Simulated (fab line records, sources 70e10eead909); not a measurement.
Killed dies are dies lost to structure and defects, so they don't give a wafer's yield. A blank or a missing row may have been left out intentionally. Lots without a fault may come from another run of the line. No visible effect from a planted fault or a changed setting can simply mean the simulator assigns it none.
fab line records    flow nand_harc
record lots=24  wafers=72  last_day=25
route steps=1159 shown P_GATE@155 P_M0@266 P_BONDPAD@370 A_CHANNEL_FILL_D1@493 A_STAIRCASE@550
lots that met no fault: from a run of the same line without faults
start_h: start of the lot's first displayed wafer, in hours after the record's first day    wait_h: hours from the lot's prior step to this one    " repeats the value in the row above    L1.1+2: a single row standing in for several wafers    - no value present, or no start provided    * or withheld: withheld    < > ~ a bound
route shown NAME@n: NAME is a module with steps in the file, n the number in the route of the first one    usual: the fault-free wafers' mean and standard deviation    same: alike in all rows    chamber/n: place in a boat    sites: per-site readings    _std_site: the values' standard deviation    _edge_site: outer sites' mean less inner sites'    radius_mm: for every site, how far away it sits from the centre of the wafer    mask NAME#n: copy n    behind: tool/chamber where the wafer was last shaped    hold: the reason the lot was held/the length of the hold in hours/how it ended    device: transistor that didn't switch, given as n, p or np    end of line: the same wafers' tests at the end of the route    a step given without rows: its recipe and nothing more    killed: dies lost to structure and defects at the first sort, not the wafer's yield    map: per-die view of a wafer (x killed, . not killed, _ where there is no die)
set.NAME: the setting that was run; set.NAME@STEP: the one run at that earlier step    model.NAME: the simulator's own value behind a step, which no gauge read
one table for each step of the route and one row for each wafer, over a sample of lots
services: when a tool's chamber went out of use (start_h, in hours from the record's first day, below 0 if earlier), for how many hours, and the reason
## steps
# step NHARC_P_GATE_ALD_36
# recipe target_thk_a=200  pulse_time_s=60  ald_cycles=223  temp_c=400  material=SiNx
# usual heater_power_w=839/93  precursor_pulse_height_rel=1.001/0.019
lot.wafer  tool        chamber  start_h  wait_h  heater_power_w  precursor_pulse_height_rel
L074.1     ald_sin-04  2        94.10    -       692             1.000
L074.2     "           0        96.23    -       905             0.995
L074.6     "           1        97.29    -       968             1.017
L075.4     ald_sin-02  2        95.31    -       818             0.946
L075.2     "           3        96.36    -       806             0.969
L075.5     "           0        97.41    -       740             0.991
L076.1     ald_sin-02  2        107.42   -       805             0.988
L076.3     "           1        113.78   -       856             1.027
L076.6     "           1        118.02   -       845             1.017
L077.4     ald_sin-04  2        108.34   -       673             1.007
L077.2     "           3        109.40   -       806             0.995
L077.6     "           0        110.45   -       869             1.008
L078.2     ald_sin-03  3        113.93   -       744             1.008
L078.4     "           0        114.99   -       862             1.044
L078.1     "           2        117.09   -       904             1.018
L079.3     ald_sin-04  3        126.58   -       810             1.016
L079.1     "           1        128.00   -       972             0.998
L079.6     "           1        132.27   -       947             0.978
L081.2     ald_sin-03  1        131.10   -       1038            0.973
L081.4     "           3        133.23   -       733             1.006
L081.5     "           1        135.37   -       1009            1.000
L080.1     ald_sin-02  0        132.15   -       744             1.006
L080.6     "           3        135.32   -       800             0.990
L080.5     "           0        136.38   -       732             0.997
L082.1     ald_sin-04  1        137.79   -       955             1.013
L082.3     "           2        139.22   -       711             1.004
L082.4     "           3        140.65   -       816             1.001
L083.2     ald_sin-03  0        150.64   -       881             1.006
L083.3     "           1        152.03   -       1023            1.012
L083.4     "           1        156.22   -       1029            1.008
L084.1     ald_sin-02  0        152.29   -       738             0.982
L084.2     "           1        153.36   -       814             1.013
L084.6     "           3        155.50   -       782             1.009
L085.1     ald_sin-04  2        155.62   -       705             1.027
L085.5     "           1        158.39   -       957             0.992
L085.6     "           0        161.16   -       907             1.029
L086.1     ald_sin-02  1        168.23   -       830             1.007
L086.2     "           3        170.31   -       772             0.982
L086.4     "           0        171.36   -       747             0.992
L087.2     ald_sin-03  3        169.55   -       746             1.029
L087.4     "           0        170.65   -       905             1.037
L087.3     "           1        171.74   -       1032            1.023
L089.2     ald_sin-02  2        177.70   -       811             0.990
L089.4     "           0        179.80   -       736             0.969
L089.6     "           2        181.89   -       820             1.036
L088.3     ald_sin-04  1        178.53   -       1001            0.975
L088.1     "           2        179.62   -       708             1.007
L088.4     "           3        180.70   -       835             1.001
L090.4     ald_sin-03  3        187.92   -       738             1.008
L090.1     "           1        190.04   -       1036            0.994
L090.2     "           2        191.11   -       887             0.998
L091.1     ald_sin-04  2        193.68   -       702             0.966
L091.3     "           1        196.87   -       979             0.962
L091.5     "           2        197.94   -       700             1.017
L092.4     ald_sin-02  2        193.82   -       809             1.013
L092.2     "           1        196.97   -       814             1.030
L092.5     "           2        198.01   -       797             1.022
L094.1     ald_sin-03  1        213.92   -       1044            1.007
L094.3     "           2        214.97   -       906             0.996
L094.5     "           3        216.02   -       768             1.036
L093.3     ald_sin-04  1        214.35   -       894             1.030
L093.2     "           2        215.41   -       695             1.007
L093.5     "           3        216.47   -       828             1.009
L095.4     ald_sin-03  2        223.55   -       872             0.996
L095.1     "           3        224.60   -       758             0.968
L095.6     "           1        226.70   -       1033            1.004
L096.1     ald_sin-02  1        224.50   -       820             0.990
L096.5     "           2        225.58   -       830             1.010
L096.6     "           3        226.65   -       771             0.979
L097.2     ald_sin-04  3        234.03   -       819             0.994
L097.4     "           1        236.16   -       901             1.008
L097.5     "           3        238.30   -       822             1.035
# step NHARC_P_GATE_STRIP_76
# recipe power_w=1500  temp_c=250  chemistry=O2
# usual drypump_motor_current_A=5.6/0.39  heater_power_w=336/41
lot.wafer  tool             chamber  start_h  wait_h  drypump_motor_current_A  heater_power_w  rf_hours_counter_h
L074.2     plasma_asher-02  0        106.11   0.2     5.7                      388             31
L074.1     "                1        "        "       5.1                      291             31
L074.6     "                0        "        "       5.7                      391             -
L075.2     plasma_asher-02  0        106.83   0.2     5.7                      396             31
L075.4     "                1        "        "       5.1                      290             -
L075.5     "                1        "        "       5.1                      294             -
L077.2     plasma_asher-01  1        119.47   0.2     6.2                      346             2
L077.4     "                0        "        "       5.6                      315             -
L077.6     "                0        "        "       5.6                      322             -
L076.1     plasma_asher-01  1        126.91   0.2     6.2                      353             5
L076.3     "                1        "        "       6.2                      351             -
L076.6     "                1        "        "       6.1                      346             -
L078.2     plasma_asher-02  0        127.10   0.2     5.7                      390             38
L078.1     "                1        "        "       5.1                      282             38
L078.4     "                1        "        "       5.1                      288             -
L079.1     plasma_asher-02  1        140.44   0.2     5.1                      293             42
L079.3     "                0        "        "       5.7                      387             -
L079.6     "                1        "        "       5.1                      283             -
L080.1     plasma_asher-01  0        145.14   0.2     5.5                      323             9
L080.6     "                1        "        "       6.2                      348             -
L080.5     "                0        "        "       5.6                      321             -
L081.2     plasma_asher-02  0        145.39   0.2     5.7                      393             46
L081.4     "                1        "        "       5.0                      298             -
L081.5     "                0        "        "       5.7                      407             -
L082.1     plasma_asher-02  0        151.67   0.2     5.7                      396             48
L082.4     "                0        "        "       5.8                      389             -
L082.3     "                1        "        "       5.1                      292             -
L084.2     plasma_asher-02  1        163.38   0.2     5.1                      287             51
L084.1     "                0        "        "       5.7                      399             51
L084.6     "                0        "        "       5.8                      402             -
L083.2     plasma_asher-01  0        165.77   0.2     5.6                      315             17
L083.4     "                1        "        "       6.2                      349             -
L083.3     "                0        "        "       5.6                      323             -
L085.1     plasma_asher-02  1        169.06   0.2     5.1                      284             55
L085.6     "                0        "        "       5.7                      397             -
L085.5     "                1        "        "       5.1                      290             -
L086.1     plasma_asher-02  0        180.98   0.2     5.8                      390             58
L086.2     "                1        "        "       5.0                      291             58
L086.4     "                0        "        "       5.7                      399             -
L087.2     plasma_asher-01  0        181.65   0.2     5.5                      320             23
L087.4     "                0        "        "       5.6                      324             -
L087.3     "                1        "        "       6.2                      345             -
L088.1     plasma_asher-01  0        190.76   0.2     5.5                      322             26
L088.4     "                1        "        "       6.2                      348             -
L088.3     "                0        "        "       5.6                      319             -
L089.2     plasma_asher-01  1        191.11   0.2     6.2                      344             27
L089.4     "                1        "        "       6.2                      342             -
L089.6     "                0        "        "       5.6                      307             -
L090.1     plasma_asher-02  0        201.03   0.2     5.7                      394             2
L090.2     "                1        "        "       5.1                      280             2
L090.4     "                1        "        "       5.1                      282             -
L091.1     plasma_asher-01  0        206.59   0.2     5.6                      327             31
L091.3     "                1        "        "       6.2                      351             -
L091.5     "                1        "        "       6.2                      332             -
L092.2     plasma_asher-02  1        206.88   0.2     5.1                      288             4
L092.4     "                1        "        "       5.1                      282             -
L092.5     "                0        "        "       5.8                      390             -
L094.1     plasma_asher-02  0        224.99   0.2     5.7                      390             10
L094.3     "                0        "        "       5.7                      392             -
L094.5     "                0        "        "       5.8                      389             -
L093.2     plasma_asher-01  1        225.30   0.2     6.2                      345             37
L093.3     "                1        "        "       6.2                      334             -
L093.5     "                1        "        "       6.2                      344             -
L096.1     plasma_asher-01  1        234.35   0.2     6.2                      346             41
L096.6     "                0        "        "       5.6                      323             -
L096.5     "                1        "        "       6.2                      352             -
L095.1     plasma_asher-01  1        234.68   0.2     6.2                      338             41
L095.4     "                1        "        "       6.2                      349             -
L095.6     "                0        "        "       5.6                      321             -
L097.2     plasma_asher-02  1        246.10   0.2     5.1                      289             17
L097.4     "                1        "        "       5.1                      292             -
L097.5     "                0        "        "       5.7                      390             -
# step NHARC_P_M0_DESCUM_14
# recipe time_s=3  o2_flow_sccm=200  ar_flow_sccm=0  bias_power_w=0  chemistry=O2
# usual drypump_motor_current_A=5.62/0.28  oes_product_au=0.996/0.017  rf_vpp_V=57.9/0.92  showerhead_plenum_p_Torr=1.93/0.094  throttle_valve_pct=11.311/0.0092
# same time_s=3
lot.wafer  tool         chamber  start_h  wait_h  drypump_motor_current_A  oes_product_au  rf_hours_counter_h  rf_vpp_V  showerhead_plenum_p_Torr  throttle_valve_pct
L074.1     rie_diel-12  0        116.31   0.1     5.93                     1.007           6                   57.9      1.93                      11.319
L074.2     "            1        "        "       5.68                     0.996           5                   56.9      1.92                      11.307
L074.6     "            3        "        "       5.11                     0.978           -                   58.7      1.78                      11.323
L075.2     rie_diel-12  3        121.11   0.1     5.15                     0.970           6                   56.0      1.78                      11.318
L075.4     "            0        "        "       5.94                     1.003           6                   57.9      1.93                      11.311
L075.5     "            1        "        "       5.64                     0.988           -                   56.5      1.92                      11.315
L077.4     rie_diel-09  0        133.94   0.1     5.83                     1.025           3                   56.9      2.06                      11.302
L077.2     "            1        "        "       5.67                     1.009           4                   57.4      1.84                      11.327
L077.6     "            0        "        "       5.81                     1.027           -                   57.8      2.06                      11.308
L076.1     rie_diel-01  2        136.77   0.1     6.02                     0.952           10                  57.2      2.03                      11.307
L076.3     "            0        "        "       6.08                     1.011           11                  60.6      2.01                      11.320
L076.6     "            3        "        "       5.80                     0.997           -                   58.5      1.91                      11.310
L078.2     rie_diel-09  3        137.58   0.1     5.30                     0.994           3                   59.1      2.06                      11.313
L078.1     "            1        "        "       5.64                     1.007           4                   57.5      1.84                      11.311
L078.4     "            2        "        "       5.73                     0.980           4                   56.8      1.86                      11.315
L079.1     rie_diel-09  0        150.83   0.1     5.82                     1.036           5                   57.9      2.06                      11.312
L079.3     "            2        "        "       5.69                     0.989           5                   57.8      1.86                      11.305
L079.6     "            0        "        "       5.84                     1.026           -                   58.8      2.06                      11.318
L080.1     rie_diel-09  1        155.27   0.1     5.63                     1.014           6                   57.6      1.84                      11.297
L080.5     "            3        "        "       5.31                     1.000           -                   58.9      2.06                      11.309
L080.6     "            0        "        "       5.81                     1.035           -                   59.3      2.06                      11.292
L081.2     rie_diel-12  3        155.41   0.1     5.14                     0.975           8                   56.1      1.78                      11.309
L081.4     "            0        "        "       5.93                     1.007           8                   57.3      1.93                      11.292
L081.5     "            3        "        "       5.15                     0.988           -                   56.5      1.78                      11.299
L082.4     rie_diel-01  2        168.60   0.1     6.04                     0.971           1                   58.0      2.03                      11.314
L082.1     "            3        "        "       5.85                     1.000           2                   57.7      1.91                      11.317
L082.3     "            1        "        "       5.40                     1.002           2                   57.9      1.96                      11.312
L084.2     rie_diel-12  1        173.94   0.1     5.63                     0.992           9                   56.5      1.92                      11.306
L084.1     "            3        "        "       5.13                     0.978           11                  56.9      1.78                      11.312
L084.6     "            1        "        "       5.62                     0.998           -                   57.5      1.92                      11.308
L083.3     rie_diel-09  0        176.46   0.1     5.79                     1.020           7                   59.4      2.06                      11.302
L083.2     "            2        "        "       5.72                     0.979           6                   57.4      1.86                      11.326
L083.4     "            3        "        "       5.32                     0.986           6                   58.0      2.06                      11.317
L085.1     rie_diel-12  0        179.12   0.1     5.91                     1.002           10                  58.4      1.93                      11.304
L085.5     "            2        "        "       5.54                     0.972           -                   58.9      1.86                      11.331
L085.6     "            3        "        "       5.14                     0.980           -                   57.0      1.78                      11.322
L086.4     rie_diel-01  2        194.97   0.1     6.09                     0.962           2                   59.3      2.03                      11.303
L086.1     "            3        "        "       5.83                     0.994           4                   59.1      1.91                      11.294
L086.2     "            0        "        "       6.08                     1.000           4                   57.6      2.00                      11.318
L087.4     rie_diel-12  3        195.52   0.1     5.12                     0.990           12                  57.9      1.78                      11.319
L087.3     "            0        "        "       5.92                     1.007           11                  57.8      1.93                      11.308
L087.2     "            1        "        "       5.63                     1.001           10                  59.4      1.92                      11.306
L088.4     rie_diel-09  1        206.91   0.1     5.65                     1.002           10                  58.5      1.84                      11.306
L088.3     "            3        "        "       5.29                     0.971           8                   59.4      2.06                      11.309
L088.1     "            0        "        "       5.77                     1.011           9                   56.6      2.06                      11.322
L089.4     rie_diel-09  3        207.41   0.1     5.31                     0.992           8                   59.3      2.06                      11.302
L089.2     "            1        "        "       5.64                     1.005           10                  57.4      1.84                      11.318
L089.6     "            2        "        "       5.75                     0.986           -                   57.7      1.86                      11.319
L090.1     rie_diel-01  1        211.35   0.1     5.38                     1.003           5                   58.9      1.96                      11.301
L090.4     "            3        "        "       5.84                     0.994           5                   58.2      1.91                      11.313
L090.2     "            0        "        "       6.06                     1.009           6                   58.1      2.00                      11.318
L091.1     rie_diel-12  1        218.05   0.1     5.65                     0.990           0                   58.4      1.92                      11.315
L091.3     "            2        "        "       5.51                     0.991           0                   57.7      1.86                      11.299
L091.5     "            0        "        "       5.92                     1.027           -                   58.8      1.93                      11.311
L092.2     rie_diel-12  0        218.68   0.1     5.91                     1.020           0                   58.0      1.93                      11.331
L092.4     "            1        "        "       5.66                     0.997           0                   57.3      1.92                      11.307
L092.5     "            0        "        "       5.91                     1.023           -                   57.3      1.93                      11.316
L094.1     rie_diel-09  0        240.28   0.1     5.83                     1.029           11                  59.2      2.06                      11.304
L094.3     "            1        "        "       5.60                     1.016           12                  57.9      1.84                      11.316
L094.5     "            0        "        "       5.83                     1.030           -                   58.4      2.06                      11.314
L093.3     rie_diel-12  2        240.47   0.1     5.52                     0.987           2                   56.3      1.86                      11.321
L093.2     "            0        "        "       5.92                     1.013           2                   58.4      1.93                      11.308
L093.5     "            2        "        "       5.51                     0.989           -                   58.1      1.86                      11.316
L096.1     rie_diel-09  1        244.40   0.1     5.62                     1.005           12                  58.0      1.84                      11.302
L096.6     "            3        "        "       5.33                     1.003           -                   59.1      2.06                      11.318
L096.5     "            0        "        "       5.84                     1.031           -                   58.2      2.06                      11.312
L095.1     rie_diel-12  2        244.64   0.1     5.52                     0.976           3                   57.0      1.86                      11.298
L095.4     "            3        "        "       5.11                     0.995           2                   57.5      1.78                      11.322
L095.6     "            1        "        "       5.65                     0.997           -                   56.9      1.92                      11.323
L097.2     rie_diel-01  3        257.76   0.1     5.85                     0.981           9                   57.0      1.91                      11.302
L097.4     "            0        "        "       6.07                     0.995           9                   59.0      2.00                      11.301
L097.5     "            1        "        "       5.42                     0.992           -                   59.8      1.95                      11.304
# step NHARC_P_BONDPAD_CD_MEAS_13
# usual cd_nm=500.7/2.6
lot.wafer  tool       chamber  start_h  wait_h  cd_nm
L074.1     cd_sem-02  -        130.02   -       504.5
L074.2     "          -        "        "       497.8
L074.6     "          -        "        "       497.5
L075.2     cd_sem-03  -        134.22   -       501.9
L075.4     "          -        "        "       501.8
L075.5     "          -        "        "       503.0
L077.2     cd_sem-03  -        146.81   -       498.0
L077.4     "          -        "        "       496.8
L077.6     "          -        "        "       503.3
L076.1     cd_sem-02  -        149.69   -       501.7
L076.3     "          -        "        "       499.9
L076.6     "          -        "        "       496.6
L078.1     cd_sem-03  -        150.81   -       503.0
L078.2     "          -        "        "       502.7
L078.4     "          -        "        "       497.8
L079.1     cd_sem-02  -        164.41   -       499.9
L079.3     "          -        "        "       499.3
L079.6     "          -        "        "       507.0
L080.1     cd_sem-03  -        168.45   -       505.8
L080.5     "          -        "        "       504.7
L080.6     "          -        "        "       497.6
L081.2     cd_sem-01  -        169.18   -       500.1
L081.4     "          -        "        "       495.9
L081.5     "          -        "        "       499.9
L082.1     cd_sem-02  -        182.28   -       505.2
L082.3     "          -        "        "       504.5
L082.4     "          -        "        "       505.0
L084.1     cd_sem-01  -        187.21   -       498.1
L084.2     "          -        "        "       497.4
L084.6     "          -        "        "       501.3
L083.2     cd_sem-03  -        189.68   -       499.7
L083.3     "          -        "        "       496.9
L083.4     "          -        "        "       499.7
L085.1     cd_sem-03  -        192.30   -       500.9
L085.5     "          -        "        "       503.1
L085.6     "          -        "        "       500.2
L086.1     cd_sem-01  -        208.00   -       502.3
L086.2     "          -        "        "       500.9
L086.4     "          -        "        "       503.0
L087.2     cd_sem-03  -        208.97   -       501.9
L087.3     "          -        "        "       501.4
L087.4     "          -        "        "       498.7
L088.1     cd_sem-02  -        220.36   -       500.7
L088.3     "          -        "        "       497.2
L088.4     "          -        "        "       504.1
L089.2     cd_sem-03  -        221.01   -       506.1
L089.4     "          -        "        "       502.7
L089.6     "          -        "        "       500.4
L090.1     cd_sem-02  -        225.09   -       503.8
L090.2     "          -        "        "       499.5
L090.4     "          -        "        "       497.6
L091.1     cd_sem-01  -        231.05   -       499.6
L091.3     "          -        "        "       500.8
L091.5     "          -        "        "       500.5
L092.2     cd_sem-03  -        231.82   -       501.9
L092.4     "          -        "        "       498.3
L092.5     "          -        "        "       503.8
L094.1     cd_sem-03  -        253.82   -       500.0
L094.3     "          -        "        "       500.5
L094.5     "          -        "        "       499.7
L093.2     cd_sem-02  -        254.76   -       498.2
L093.3     "          -        "        "       497.4
L093.5     "          -        "        "       494.2
L096.1     cd_sem-02  -        257.53   -       498.8
L096.5     "          -        "        "       497.4
L096.6     "          -        "        "       504.0
L095.1     cd_sem-03  -        257.83   -       500.1
L095.4     "          -        "        "       502.7
L095.6     "          -        "        "       500.9
L097.2     cd_sem-03  -        271.06   -       497.1
L097.4     "          -        "        "       500.4
L097.5     "          -        "        "       500.0
# step NHARC_A_CHANNEL_FILL_D1_ALD_03
# recipe target_thk_a=60  pulse_time_s=60  ald_cycles=58  temp_c=630  pressure_torr=2  material=SiNx
# usual precursor_pulse_height_rel=0.999/0.018
lot.wafer  tool              chamber  start_h  wait_h  precursor_pulse_height_rel
L074.1     ald_sin_batch-03  0        -        -       0.986
L074.2     "                 0        "        "       0.997
L074.6     "                 0        "        "       0.985
L075.2     ald_sin_batch-02  0        -        -       1.008
L075.4     "                 0        "        "       0.999
L075.5     "                 0        "        "       0.979
L076.1     ald_sin_batch-01  0        -        -       0.970
L076.3     "                 0        "        "       1.028
L076.6     "                 0        "        "       1.011
L077.2     ald_sin_batch-01  0        -        -       1.022
L077.4     "                 0        "        "       1.027
L077.6     "                 0        "        "       0.998
L078.1     ald_sin_batch-01  0        -        -       0.985
L078.2     "                 0        "        "       1.000
L078.4     "                 0        "        "       1.038
L079.1     ald_sin_batch-03  0        -        -       0.981
L079.3     "                 0        "        "       0.994
L079.6     "                 0        "        "       1.007
L081.2     ald_sin_batch-02  0        -        -       0.968
L081.4     "                 0        "        "       0.976
L081.5     "                 0        "        "       1.004
L080.1     ald_sin_batch-01  0        -        -       1.010
L080.5     "                 0        "        "       0.995
L080.6     "                 0        "        "       1.024
L082.1     ald_sin_batch-02  0        -        -       0.998
L082.3     "                 0        "        "       0.994
L082.4     "                 0        "        "       1.023
L084.1     ald_sin_batch-02  0        -        -       0.994
L084.2     "                 0        "        "       0.986
L084.6     "                 0        "        "       0.951
L083.2     ald_sin_batch-03  0        -        -       1.033
L083.3     "                 0        "        "       1.018
L083.4     "                 0        "        "       0.991
L085.1     ald_sin_batch-02  0        -        -       1.010
L085.5     "                 0        "        "       1.035
L085.6     "                 0        "        "       1.035
L086.1     ald_sin_batch-03  0        -        -       1.017
L086.2     "                 0        "        "       0.992
L086.4     "                 0        "        "       0.988
L087.2     ald_sin_batch-03  0        -        -       0.968
L087.3     "                 0        "        "       1.018
L087.4     "                 0        "        "       1.023
L088.1     ald_sin_batch-01  0        -        -       1.011
L088.3     "                 0        "        "       0.983
L088.4     "                 0        "        "       1.002
L089.2     ald_sin_batch-01  0        -        -       0.992
L089.4     "                 0        "        "       1.000
L089.6     "                 0        "        "       0.985
L090.1     ald_sin_batch-02  0        -        -       1.026
L090.2     "                 0        "        "       1.012
L090.4     "                 0        "        "       0.995
L091.1     ald_sin_batch-02  0        -        -       0.984
L091.3     "                 0        "        "       0.971
L091.5     "                 0        "        "       0.995
L092.2     ald_sin_batch-01  0        -        -       0.977
L092.4     "                 0        "        "       1.003
L092.5     "                 0        "        "       1.027
L093.2     ald_sin_batch-01  0        -        -       1.021
L093.3     "                 0        "        "       0.981
L093.5     "                 0        "        "       0.995
L094.1     ald_sin_batch-01  0        -        -       0.997
L094.3     "                 0        "        "       1.002
L094.5     "                 0        "        "       1.014
L095.1     ald_sin_batch-02  0        -        -       0.997
L095.4     "                 0        "        "       1.015
L095.6     "                 0        "        "       1.007
L096.1     ald_sin_batch-01  0        -        -       1.001
L096.5     "                 0        "        "       0.995
L096.6     "                 0        "        "       0.989
L097.2     ald_sin_batch-01  0        -        -       0.997
L097.4     "                 0        "        "       1.009
L097.5     "                 0        "        "       0.985
# step NHARC_A_STAIRCASE_TRIM_14
# recipe time_s=211.2  o2_flow_sccm=500  ar_flow_sccm=0  bias_w=0  chemistry=O2
# usual drypump_motor_current_A=5.8/0.55  oes_product_au=0.997/0.012  rf_vpp_V=57.7/0.83  showerhead_plenum_p_Torr=3.48/0.14  throttle_valve_pct=17.036/0.0086
# same time_s=211.2
lot.wafer  tool         chamber  start_h  wait_h  drypump_motor_current_A  oes_product_au  rf_hours_counter_h  rf_vpp_V  showerhead_plenum_p_Torr  throttle_valve_pct
L074.1     rie_diel-03  2        -        -       5.9                      0.993           3                   57.1      3.31                      17.033
L074.2     "            3        "        "       6.2                      0.992           3                   58.0      3.67                      17.056
L074.6     "            2        "        "       5.9                      0.987           -                   56.9      3.31                      17.043
L075.2     rie_diel-04  2        -        -       5.6                      1.003           45                  57.3      3.59                      17.027
L075.4     "            1        "        "       4.7                      1.005           46                  56.6      3.54                      17.040
L075.5     "            2        "        "       5.6                      1.004           -                   59.2      3.59                      17.033
L077.4     rie_diel-04  0        -        -       6.7                      1.008           46                  59.4      3.59                      17.041
L077.2     "            2        "        "       5.6                      1.006           46                  58.1      3.59                      17.042
L077.6     "            1        "        "       4.7                      1.007           -                   57.5      3.54                      17.045
L076.3     rie_diel-13  3        -        -       6.1                      0.999           44                  57.6      3.30                      17.016
L076.1     "            2        "        "       5.2                      1.010           48                  58.1      3.78                      17.033
L076.6     "            3        "        "       6.1                      1.000           -                   57.3      3.30                      17.039
L078.2     rie_diel-03  0        -        -       6.1                      1.007           11                  57.5      3.42                      17.047
L078.1     "            1        "        "       6.4                      0.991           12                  56.9      3.43                      17.043
L078.4     "            2        "        "       5.9                      0.995           12                  55.8      3.30                      17.032
L079.1     rie_diel-13  3        -        -       6.1                      0.987           49                  56.3      3.30                      17.030
L079.3     "            1        "        "       5.8                      0.998           59                  57.9      3.38                      17.038
L079.6     "            3        "        "       6.1                      0.994           -                   57.5      3.30                      17.039
L081.2     rie_diel-03  1        -        -       6.4                      0.993           15                  57.1      3.43                      17.046
L081.4     "            2        "        "       5.9                      0.990           15                  58.3      3.30                      17.041
L081.5     "            2        "        "       5.9                      0.980           -                   57.6      3.30                      17.036
L080.1     rie_diel-04  2        -        -       5.6                      1.004           59                  60.0      3.58                      17.023
L080.6     "            3        "        "       5.6                      1.006           -                   58.4      3.33                      17.024
L080.5     "            1        "        "       4.7                      0.997           -                   57.1      3.53                      17.033
L082.3     rie_diel-03  0        -        -       6.1                      1.011           23                  56.2      3.41                      17.046
L082.4     "            1        "        "       6.4                      1.006           22                  57.6      3.43                      17.028
L082.1     "            2        "        "       5.9                      1.005           21                  57.4      3.30                      17.042
L084.1     rie_diel-13  3        -        -       6.1                      1.030           3                   57.5      3.30                      17.051
L084.2     "            0        "        "       5.9                      0.991           2                   59.1      3.51                      17.033
L084.6     "            1        "        "       5.8                      1.003           -                   56.1      3.37                      17.022
L083.2     rie_diel-13  1        -        -       5.8                      1.006           3                   56.9      3.37                      17.022
L083.3     "            3        "        "       6.1                      1.030           4                   58.4      3.30                      17.052
L083.4     "            0        "        "       5.9                      0.978           3                   58.6      3.51                      17.041
L085.1     rie_diel-04  2        -        -       5.6                      1.002           1                   58.5      3.58                      17.028
L085.5     "            2        "        "       5.6                      0.995           -                   57.1      3.58                      17.036
L085.6     "            1        "        "       4.7                      0.996           -                   58.6      3.53                      17.037
L086.1     rie_diel-13  0        -        -       6.0                      0.977           16                  58.6      3.51                      17.048
L086.4     "            1        "        "       5.8                      0.990           16                  57.3      3.37                      17.047
L086.2     "            3        "        "       6.1                      1.026           16                  57.8      3.29                      17.031
L087.2     rie_diel-13  1        -        -       5.8                      0.996           16                  58.3      3.37                      17.035
L087.3     "            2        "        "       5.2                      0.985           16                  58.4      3.77                      17.040
L087.4     "            3        "        "       6.1                      1.034           16                  57.3      3.29                      17.030
L088.1     rie_diel-04  1        -        -       4.7                      1.002           10                  57.6      3.52                      17.033
L088.4     "            2        "        "       5.6                      0.992           10                  57.6      3.58                      17.018
L088.3     "            3        "        "       5.6                      1.006           8                   55.7      3.32                      17.059
L089.2     rie_diel-03  1        -        -       6.4                      0.991           37                  58.5      3.42                      17.030
L089.4     "            2        "        "       5.9                      0.991           33                  56.6      3.29                      17.041
L089.6     "            0        "        "       6.1                      0.995           -                   57.4      3.40                      17.035
L091.1     rie_diel-03  1        -        -       6.4                      1.005           38                  57.4      3.42                      17.044
L091.3     "            3        "        "       6.2                      0.999           35                  58.1      3.65                      17.037
L091.5     "            1        "        "       6.4                      1.004           -                   58.6      3.42                      17.049
L090.2     rie_diel-04  1        -        -       4.7                      0.993           13                  58.2      3.52                      17.040
L090.4     "            2        "        "       5.6                      0.999           12                  57.9      3.58                      17.019
L090.1     "            3        "        "       5.6                      1.003           11                  57.6      3.32                      17.033
L092.4     rie_diel-03  3        -        -       6.2                      0.978           37                  56.8      3.65                      17.032
L092.2     "            1        "        "       6.4                      0.979           39                  57.4      3.42                      17.041
L092.5     "            2        "        "       5.9                      0.988           -                   56.9      3.29                      17.053
L094.1     rie_diel-04  2        -        -       5.6                      0.975           21                  57.5      3.57                      17.036
L094.3     "            1        "        "       4.7                      1.004           22                  57.2      3.51                      17.038
L094.5     "            3        "        "       5.6                      0.996           -                   58.1      3.32                      17.050
L093.3     rie_diel-13  3        -        -       6.1                      1.024           25                  58.5      3.28                      17.032
L093.2     "            2        "        "       5.2                      0.980           25                  58.0      3.76                      17.039
L093.5     "            0        "        "       5.9                      0.973           -                   58.5      3.50                      17.034
L095.4     rie_diel-04  2        -        -       5.6                      0.990           26                  58.8      3.57                      17.049
L095.1     "            1        "        "       4.7                      0.990           27                  56.7      3.51                      17.035
L095.6     "            3        "        "       5.6                      0.999           -                   57.4      3.32                      17.046
L096.1     rie_diel-04  2        -        -       5.6                      0.991           26                  58.9      3.57                      17.034
L096.6     "            0        "        "       6.7                      0.977           -                   58.0      3.57                      17.035
L096.5     "            1        "        "       4.7                      0.992           -                   59.0      3.51                      17.037
L097.2     rie_diel-04  1        -        -       4.7                      1.002           32                  56.7      3.51                      17.050
L097.4     "            3        "        "       5.6                      0.998           30                  57.4      3.31                      17.034
L097.5     "            1        "        "       4.7                      1.003           -                   56.8      3.51                      17.027
## services
tool             chamber  start_h  hours  kind
rie_diel-09      -        77.10    9.0    pm
plasma_asher-01  -        99.00    9.0    pm
rie_diel-04      -        112.07   9.0    pm
ald_sin-04       0        115.93   26.3   repair
plasma_asher-01  -        138.87   5.5    repair
rie_diel-12      -        144.09   0.6    repair
ald_sin-04       3        152.41   19.4   repair
plasma_asher-01  -        155.61   1.9    repair
rie_diel-09      2        164.67   4.8    repair
plasma_asher-02  -        183.08   9.0    pm
rie_diel-09      -        186.22   0.4    repair
rie_diel-12      -        202.41   9.0    pm
ald_sin-04       2        219.88   1.8    repair
ald_sin-04       0        244.72   9.0    repair
rie_diel-12      0        259.94   7.4    repair
plasma_asher-01  -        276.17   9.0    pm
rie_diel-04      0        281.10   27.7   repair
rie_diel-12      1        282.08   6.6    repair
rie_diel-04      3        289.98   12.9   repair
rie_diel-04      -        290.56   9.0    pm
plasma_asher-01  -        308.77   3.8    repair
rie_diel-12      1        313.79   10.2   repair
plasma_asher-02  -        360.08   9.0    pm
rie_diel-12      -        379.41   9.0    pm
## key
fault none
